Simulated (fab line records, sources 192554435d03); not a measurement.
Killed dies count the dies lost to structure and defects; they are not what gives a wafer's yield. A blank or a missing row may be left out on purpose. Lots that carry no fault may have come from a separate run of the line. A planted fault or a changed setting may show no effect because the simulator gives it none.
Struck lot and sound lot, side by side + flow n5_finfet + 15 out of 1938 route steps
Sound: these wafers, L541.2, L541.3, L541.6. Wafers L543.2, L543.4, L543.6 were the ones struck. The cause comes at the end.
Per side, at each step with rows, come the tool, then ch with its chambers, and then its first start. Under that, the readings that differ: sound wafers + struck wafers + difference of the means + sigmas: that difference in standard deviations of wafers without a fault.
alike: same words and numbers on both sides, and readings whose means sit less than 2 such deviations apart. not compared: any withheld reading, any reading some wafer has no value for, any bound like >300 that may hide the same value, and any number with overlapping values for which the record gives no deviation.
The two part at a step that has a row with sigmas, a row that says differs or no value, or rows on one side only. Non-overlapping numbers with no deviation appear without sigmas and do not part them. A reading that every wafer of one side lacks parts them only if that side has two wafers or more.

N5_BEOL_M8_CD_MEAS_35: target cd 40 nm.
  struck on cd_sem-02, day 11 16:08; sound on cd_sem-03, day 11 03:52
  alike: cd_nm
N5_BEOL_M8_CURE_75: cures SiCOH lowk, time 120 s.
  sound on uv_cure-01 ch 1, day 11 03:58; struck on uv_cure-03 ch 1, day 11 16:17
  alike: lamp_power_pct, wafer_temp_C_max
N5_BEOL_M8_DEGAS_44: time 60 s.
  struck on pvd_sputter-03, day 11 16:48; sound on pvd_sputter-03, day 11 04:16
  alike: heater_power_w
N5_BEOL_M8_PRE_CLEAN_45: time 30 s.
  struck on pvd_sputter-03, day 11 16:50; sound on pvd_sputter-03, day 11 04:19
  alike: heater_power_w
N5_BEOL_M8_ALD_77: deposits TaN, target thk 2 nm, pulse time 2 s, purge time 3 s.
  sound on ald_metal-02 ch 0,1,2, day 11 04:23; struck on ald_metal-01 ch 0,2,3, day 11 16:54
  alike: heater_power_w
then, 2 steps without rows for these wafers: N5_BEOL_M8_SURFACE_TREAT_79; N5_BEOL_M8_CVD_78 (deposits Co from CCTBA/H2, target thk 2 nm, time 142.3 s).
N5_BEOL_M8_SPUTTER_48: material Cu, target thk 10 nm, time 1.667 s.
  struck on pvd_sputter-03, day 11 17:29; sound on pvd_sputter-02, day 11 05:23
  alike: substrate_temp_c, throttle_valve_pct
then, 3 steps without rows for these wafers: N5_BEOL_M8_ECD_50 (material Cu, target thk 300 nm); N5_BEOL_M8_ANNEAL_51 (time 90 s); N5_BEOL_M8_CMP_52 (polishes, stops on SiCOH lowk, t overpolish 6.9 s, target thk 80 nm).
N5_BEOL_M8_THK_MEAS_53: measures by xrf.
  struck on film_metro-01, day 11 18:33; sound on film_metro-01, day 11 06:19
  alike: M8_THK
N5_BEOL_M8_PRE_CLEAN_55: time 15 s.
  sound on pecvd-01 ch 0, day 11 06:22; struck on pecvd-01 ch 0,1,2, day 11 18:35
| reading            | sound             | struck            | difference | sigmas |
|--------------------|-------------------|-------------------|------------|--------|
| rf_fwd_power_W (W) | 296.2 296.6 298.2 | 234.2 233.3 231.6 | -64.0      | -38    |
then, 1 step without rows for these wafers: N5_BEOL_M8_DEP_56 (deposits SiCN from 3MS/NH3, target thk 10 nm, time 17.5 s).
-- a jump in the record: the struck wafers' starts before and after are 3 days apart (it breaks off in module BEOL_M8 and resumes in module PASSIVATION, where the first step shown is number 1936 of the route) --
N5_PASSIVATION_PROBE_49:
  struck on prober-02, day 14 09:02; sound on prober-02, day 13 21:10
  alike: defect_limited_yield, killed_at_M0_to_M3, killed_at_M4_up, killed_at_contacts, killed_at_front_end, killed_at_other, killed_dies, killed_open, killed_short, sort_bin_5_function, sort_bin_6_memory, sort_n_pass, sort_yield_pct

## WHERE THEY PART
Only at N5_BEOL_M8_PRE_CLEAN_55, within this record. Later steps at which nothing parts them and some readings are alike: N5_PASSIVATION_PROBE_49.

WHY: whatever the simulator had introduced
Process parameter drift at N5_BEOL_M8_PRE_CLEAN_55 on pecvd-01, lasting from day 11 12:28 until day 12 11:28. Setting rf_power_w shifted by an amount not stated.
